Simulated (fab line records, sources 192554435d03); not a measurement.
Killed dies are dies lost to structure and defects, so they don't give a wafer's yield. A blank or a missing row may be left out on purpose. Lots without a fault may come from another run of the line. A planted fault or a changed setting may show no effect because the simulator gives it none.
fab line records | flow n5_finfet
record lots=4 wafers=12 last_day=18
route steps=1938 shown BEOL_M0_SAQP@671 BEOL_M4@1111 PASSIVATION@1936
lots that met no fault: from a run of the same line without faults
start_h: hours from the record's first day to the start of the lot's first wafer shown | wait_h: hours since the lot's step before | " the same as in the row above | L1.1+2: a row that stands for several wafers | - no value, or no start given | * or withheld: withheld | < > ~ a bound
route shown NAME@n: a module of which the file shows steps, and the number in the route of the first | usual: mean/standard deviation of fault-free wafers | same: alike in all rows | chamber/n: place in a boat | sites: the reading at each site | _std_site: their standard deviation | _edge_site: outer sites' mean less inner sites' | radius_mm: how far each site lies from the wafer's centre | mask NAME#n: copy n | behind: the tool/chamber that last shaped the wafer | hold: why the lot was held/for how many hours/how that ended | device: the transistor (n, p or np) that didn't switch | end of line: the same wafers' tests at the end of the route | a step without rows: its recipe alone | killed: dies lost to structure and defects at the first sort, not the wafer's yield | map: a wafer's dies, x killed, . not, _ none there
set.NAME: the setting as run; set.NAME@STEP: as run at that earlier step | model.NAME: the simulator's own value behind a step, which no gauge read
lots at some steps of the route; a table a step, a row a wafer
services: from which hour (start_h, from the record's first day; less than 0 if before it) a tool's chamber was out of use, for how many hours, and why
## steps
# step N5_BEOL_M0_SAQP_COAT_105
# recipe resist=SOC temp_c=250 time_s=60 spin_rpm=1500 resist_thk_nm=100
# step N5_BEOL_M0_SAQP_ETCH_106
# recipe chemistry=N2/H2 target=SOC target_depth_a=1500 stop_on=SiNx ion_energy_ev=100 bias_w=61 pressure_mtorr=30 source_w=850 n2_flow_sccm=200 h2_flow_sccm=200
# step N5_BEOL_M0_SAQP_ETCH_107
# recipe chemistry=CH3F/O2 target=SiNx target_depth_a=300 mask_material=SOC pressure_mtorr=30 source_w=395 bias_w=73 Ar_flow_sccm=150 CH3F_flow_sccm=30 O2_flow_sccm=20 ion_energy_ev=120
# step N5_BEOL_M0_SAQP_STRIP_108
# recipe chemistry=N2/H2 power_w=500 temp_c=40 pressure_mtorr=50 rf_frequency_hz=6e+07 overash_fraction=0.3 bias_power_w=28 h2_frac=0.5 n2_flow_sccm=300 h2_flow_sccm=300
# step N5_BEOL_M0_SAQP_RECESS_109
# recipe chemistry=HF/NH3 target=SiO2 target_depth_a=30 afs_cycles=1 temp_c=30 sublimation_temp_c=180 sublimation_time_s=60
# step N5_BEOL_M0_SAQP_SPACER2_ALD_26
# recipe material=SiO2 target_thk_a=150 temp_c=300 ald_precursor_family=BDEAS ald_co_reactant=O2-plasma pulse_time_s=1 purge_time_s=2 co_reactant_purge_time_s=2 pressure_torr=2
# step N5_BEOL_M0_SAQP_SPACER2_ETCHBACK_27
# recipe chemistry=CHF3/O2 mode=anisotropic_etchback target=SiO2 target_depth_a=225 time_s=11.25 pressure_mtorr=30 source_w=650 bias_w=170 Ar_flow_sccm=200 CHF3_flow_sccm=50 O2_flow_sccm=5 ion_energy_ev=200
# step N5_BEOL_M0_SAQP_MANDREL2_REMOVE_110
# recipe chemistry=HBr/Cl2/O2 bt_time_s=10 target=a-Si stop_on=SiCN endpoint=OES-SiCl over_etch_frac=1 icp_w=600 bias_w=30 HBr_flow_sccm=150 Cl2_flow_sccm=80 O2_flow_sccm=5 pressure_mtorr=10
# step N5_BEOL_M0_SAQP_COAT_69
# recipe resist=SOC temp_c=250 time_s=60 spin_rpm=1500 resist_thk_nm=90
# step N5_BEOL_M0_SAQP_COAT_72
# recipe resist=SiARC temp_c=220 time_s=60 spin_rpm=1500 resist_thk_nm=15
# step N5_BEOL_M0_SAQP_COAT_87
# recipe resist=underlayer temp_c=205 time_s=60 spin_rpm=1500 resist_thk_nm=5
# step N5_BEOL_M0_SAQP_COAT_34
# recipe resist=CAR-EUV spin_rpm=1500 resist_thk_nm=30
# usual dispense_pressure_kPa=51/3.2 spin_speed_rpm=1500.0/1
# columns lot.wafer tool chamber start_h wait_h dispense_pressure_kPa spin_speed_rpm model.CAR-EUV_of_BEOL_M0_SAQP_COAT_34.thk_nm
L465.2 litho_track-01 0 210.92 - 54 1499.4 30
L465.3 " 0 " " 54 1500.1 29.8
L465.5 " 0 " " 54 1499.0 30
L472.2 litho_track-05 0 262.98 - 47 1498.9 30
L472.3 " 0 " " 47 1500.7 30
L472.6 " 0 " " 47 1499.0 30
L473.2 litho_track-01 0 263.48 - 54 1315.3 32
L473.3 " 0 " " 54 1315.4 32
L473.5 " 0 " " 54 1315.3 31.8
L475.2 litho_track-01 0 263.75 - 54 1317.7 32
L475.4 " 0 " " 54 1317.0 32
L475.6 " 0 " " 54 1316.7 32
# step N5_BEOL_M0_SAQP_EBR_36
# recipe solvent=PGMEA ebr_width_mm=1.5
# step N5_BEOL_M0_SAQP_SOFTBAKE_35
# recipe temp_c=110 time_s=60 resist=CAR-EUV
# step N5_BEOL_M0_SAQP_EXPOSE_37
# recipe mask_id=M0_CUT1 na=0.33 source_shape=annular sigma_inner=0.35 sigma_outer=0.8 polarization=unpolarized target_cd_nm=30 dose_mj=44.75
# step N5_BEOL_M0_SAQP_PEB_38
# recipe peb_temp_c=100 peb_time_s=60 resist=CAR-EUV
# step N5_BEOL_M0_SAQP_DEVELOP_39
# recipe develop_time_s=30 developer=TMAH resist=CAR-EUV rinse_liquid=surfactant_rinse dry=air_spin dev_temp_c=23
# step N5_BEOL_M0_SAQP_DESCUM_45
# recipe chemistry=O2 time_s=7 source_power_w=50 bias_power_w=20 pressure_mtorr=20 rf_frequency_hz=2.712e+07 temp_c=40 resist=CAR-EUV o2_flow_sccm=225
# usual drypump_motor_current_A=5.7/0.39 oes_product_au=0.78/0.096 rf_fwd_power_W=49.50/0.18 rf_vpp_V=243.0/1.4 showerhead_plenum_p_Torr=2.08/0.067 throttle_valve_pct=20.49/0.17
# columns lot.wafer tool chamber start_h wait_h drypump_motor_current_A oes_product_au rf_fwd_power_W rf_hours_counter_h rf_vpp_V showerhead_plenum_p_Torr throttle_valve_pct model.CAR-EUV_of_BEOL_M0_SAQP_COAT_34.thk_nm
L465.2 rie_diel-03 1 211.97 0.3 5.8 0.72 49.33 189 243.7 2.08 20.74 26
L465.3 " 3 " " 5.5 0.70 49.53 182 245.8 2.17 20.59 25.8
L465.5 " 3 " " 5.4 0.71 49.57 - 245.2 2.17 20.60 26
L472.2 rie_diel-05 2 263.37 0.0 6.2 0.91 49.62 25 242.6 2.04 20.38 26
L472.3 " 3 " " 6.4 0.75 49.31 164 243.4 2.08 20.70 26
L472.6 " 2 " " 6.2 0.92 49.50 - 243.1 2.04 20.38 26
L473.2 rie_diel-03 2 264.38 0.4 5.7 0.68 49.51 226 240.7 1.98 20.56 28
L473.3 " 1 " " 5.8 0.70 49.22 204 242.5 2.07 20.77 28
L473.5 " 3 " " 5.5 0.70 49.88 - 244.5 2.17 20.62 28
L475.2 rie_diel-03 3 264.64 0.4 5.5 0.70 49.89 195 245.3 2.17 20.62 28.2
L475.4 " 1 " " 5.7 0.71 49.10 204 244.0 2.07 20.76 28
L475.6 " 0 " " 5.9 0.79 49.44 - 244.4 2.18 20.41 28
# step N5_BEOL_M0_SAQP_ETCH_88
# recipe chemistry=N2/H2 target=underlayer target_depth_a=65 time_s=5.2 ion_energy_ev=200 mask_material=CAR-EUV pressure_mtorr=30 source_w=840 bias_w=150 n2_flow_sccm=200 h2_flow_sccm=200 ends=cleared
# step N5_BEOL_M4_RC_MEAS_101
# usual DIBL_N=36.5/1.2 DIBL_P=36.5/1.6 IOFF_N=0.162/0.023 IOFF_P=0.221/0.03 ION_N=678/8 ION_P=466/6.3 SS_N=71.6/0.46 SS_P=73.3/0.57 VT_N=249.2/2.6 VT_P=-249/3.3
# columns lot.wafer tool chamber start_h wait_h DIBL_N[mV/V] DIBL_P[mV/V] IOFF_N[nA/um] IOFF_P[nA/um] ION_N[uA/um] ION_P[uA/um] SS_N[mV/dec] SS_P[mV/dec] VT_N[mV] VT_P[mV]
L465.2 prober-02 0 265.45 0.2 35.8 33.9 0.134 0.179 674 459 70.8 72.8 249.3 -253
L465.3 " 0 " " 37.2 36.5 0.172 0.213 681 462 72.0 73.1 245.3 -249
L465.5 " 0 " " 37.3 36.1 0.162 0.206 673 461 71.6 72.7 249.4 -252
L472.2 prober-02 0 320.44 0.2 34.9 36.5 0.133 0.208 674 470 71.5 74.0 253.0 -247
L472.3 " 0 " " 34.6 36.6 0.132 0.221 677 472 71.0 73.5 251.1 -246
L472.6 " 0 " " 34.5 35.4 0.123 0.193 672 466 72.4 73.1 255.7 -250
L475.2 prober-02 0 324.31 0.2 37.0 36.9 0.177 0.254 684 472 71.3 73.1 247.8 -245
L475.4 " 0 " " 37.1 37.4 0.184 0.257 686 476 71.3 72.9 246.6 -245
L475.6 " 0 " " 39.0 39.8 0.244 0.318 707 482 71.8 74.6 244.1 -244
L473.2 prober-01 0 325.84 0.2 35.2 35.3 0.146 0.186 676 460 71.1 72.7 249.7 -253
L473.3 " 0 " " 35.0 34.9 0.140 0.182 686 462 71.2 72.3 250.2 -253
L473.5 " 0 " " 37.0 37.6 0.172 0.231 681 468 71.4 73.8 246.7 -250
# step N5_PASSIVATION_PROBE_49
# usual defect_limited_yield=91.2/1.3 killed_at_M0_to_M3=34/9.2 killed_at_M4_up=14/5 killed_at_contacts=13/6.7 killed_at_front_end=39/12 killed_at_other=4/3.3 killed_dies=104/15 killed_open=68/12 killed_short=34/7.5 sort_bin_5_function=5.2/0.87 sort_bin_6_memory=3.3/0.63 sort_n_pass=1076/15 sort_yield_pct=91.2/1.3
# same gross_dies=1180 killed_at_back_side=0 sort_bin_4_leakage[%]=0 sort_bin_8_speed[%]=0
# columns lot.wafer tool chamber start_h wait_h defect_limited_yield[%] killed_at_M0_to_M3 killed_at_M4_up killed_at_contacts killed_at_front_end killed_at_other killed_dies killed_open killed_short sort_bin_5_function[%] sort_bin_6_memory[%] sort_n_pass sort_yield_pct[%]
L475.2 prober-01 - 435.66 0.1 92.1 34 15 8 32 4 93 55 32 5.0 2.4 1087 92.1
L475.4 prober-01 - 435.76 0.2 92.5 30 19 10 29 1 89 66 19 4.5 3.0 1091 92.5
L473.2 prober-02 - 439.89 0.4 90.1 16 7 17 72 5 117 68 44 6.0 3.6 1063 90.1
L473.3 prober-02 - 439.94 0.4 91.2 35 7 10 51 1 104 65 38 4.2 4.2 1076 91.2
# killed by level:class
L475.2 BEOL_M4:geometric_particle:open=9 BEOL_M0_SAQP:geometric_particle:open=7 MOL_CONTACT_COAG:geometric_particle:open=7 BEOL_M1:geometric_particle:open=6 FIN_SAQP:geometric_particle:short=5 BEOL_M1:geometric_particle:short=5 BEOL_M2:geometric_particle:open=4 STI_FIN_REVEAL:geometric_particle:open=4
L475.4 STI_FIN_REVEAL:geometric_particle:open=15 BEOL_M4:geometric_particle:open=11 BEOL_M1:geometric_particle:open=9 MOL_CONTACT_COAG:geometric_particle:open=8 BEOL_M0_SAQP:geometric_particle:short=7 BEOL_M0_SAQP:geometric_particle:open=5 STI_FIN_REVEAL:geometric_particle:short=3 BEOL_M1:geometric_particle:short=3
L473.2 FIN_SAQP:geometric_particle:short=26 FIN_SAQP:geometric_particle:open=17 MOL_CONTACT_COAG:geometric_particle:open=16 STI_FIN_REVEAL:geometric_particle:open=12 DUMMY_GATE:geometric_particle:open=4 GATE_CUT:geometric_particle:short=4 BEOL_M2:geometric_particle:open=4 BEOL_M3:geometric_particle:open=4
L473.3 FIN_SAQP:geometric_particle:short=15 FIN_SAQP:geometric_particle:open=13 BEOL_M3:geometric_particle:open=12 MOL_CONTACT_COAG:geometric_particle:open=8 BEOL_M0_SAQP:geometric_particle:short=7 GATE_CUT:geometric_particle:short=5 BEOL_M0_SAQP:geometric_particle:open=5 BEOL_M2:geometric_particle:open=5
## services
# columns tool chamber start_h hours kind
rie_diel-05 3 189.24 1.3 repair
rie_diel-05 - 207.38 2.6 repair
rie_diel-05 1 213.83 14.7 repair
rie_diel-05 - 217.62 0.7 repair
rie_diel-05 3 227.96 6.0 repair
rie_diel-05 1 229.85 2.6 repair
rie_diel-05 0 249.90 1.2 repair
rie_diel-03 3 251.86 6.5 repair
## key
first_sign step=N5_BEOL_M0_SAQP_COAT_34 reading=spin_speed_rpm direction=down sigmas=99+ usual=* struck=*
effect none on later readings
model_effect step=N5_BEOL_M0_SAQP_COAT_34 value=CAR-EUV_of_BEOL_M0_SAQP_COAT_34.thk_nm without=29.93 struck=31.97
model_effect step=N5_BEOL_M0_SAQP_DESCUM_45 value=CAR-EUV_of_BEOL_M0_SAQP_COAT_34.thk_nm without=26 struck=28.03
met_at N5_BEOL_M0_SAQP_COAT_34
struck_wafers L473.2,L473.3,L473.5,L475.2,L475.4,L475.6
onset_between 210.92 263.48
fault kind=process_parameter_drift tool=litho_track-01 chamber=- onset_h=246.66 steps=N5_BEOL_M0_SAQP_COAT_34 channel=spin_rpm offset=* shape=step end_h=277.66 acts_in=* stated=*
